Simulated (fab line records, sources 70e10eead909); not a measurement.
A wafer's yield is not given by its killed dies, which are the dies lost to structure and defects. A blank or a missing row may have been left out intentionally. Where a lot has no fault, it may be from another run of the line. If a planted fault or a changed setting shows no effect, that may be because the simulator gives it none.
Chamber matching    flow nandHarc    rieDiel-09 running NHARC_A_BLC_STRIP_29: 4 sister chambers
The step strips in CF4. 4 wafers are shown with their chamber, then 8 later ones without.

## WAFERS, EACH WITH ITS CHAMBER
wafer   chamber  showerheadPlenumPTorr (Torr)
L130.3  2        1.87
L130.4  1        1.75
L130.6  0        1.81
L136.2  3        1.67

## WAFERS MISSING THEIR CHAMBER
wafer   showerheadPlenumPTorr (Torr)
L136.4  1.75
L136.6  1.87
L134.1  1.87
L134.4  1.68
L134.6  1.67
L143.1  1.86
L143.2  1.75
L143.3  1.67

## CHAMBER TAKEN BY EACH
wafer   from the rows above  in truth
L136.4  1                    1
L136.6  2                    2
L134.1  2                    2
L134.4  3                    3
L134.6  3                    3
L143.1  2                    2
L143.2  1                    1
L143.3  3                    3
Correctly placed: 8 of 8. Can't be placed from these rows: 0. Wrongly placed: 0.
How it was worked out, from the rows above alone: a wafer's distance from a chamber is the root of the sum, over the readings, of the square of ((its reading less the chamber's mean) divided by the reading's scatter). If the next closest chamber is less than 2 further off than the closest, the wafer can't be placed; otherwise it belongs to the closest. A chamber's mean is the mean of its shown wafers. The scatter (one wafer shown for each chamber): square how far every hidden wafer sits from the nearest shown wafer, average those squares and take the square root.
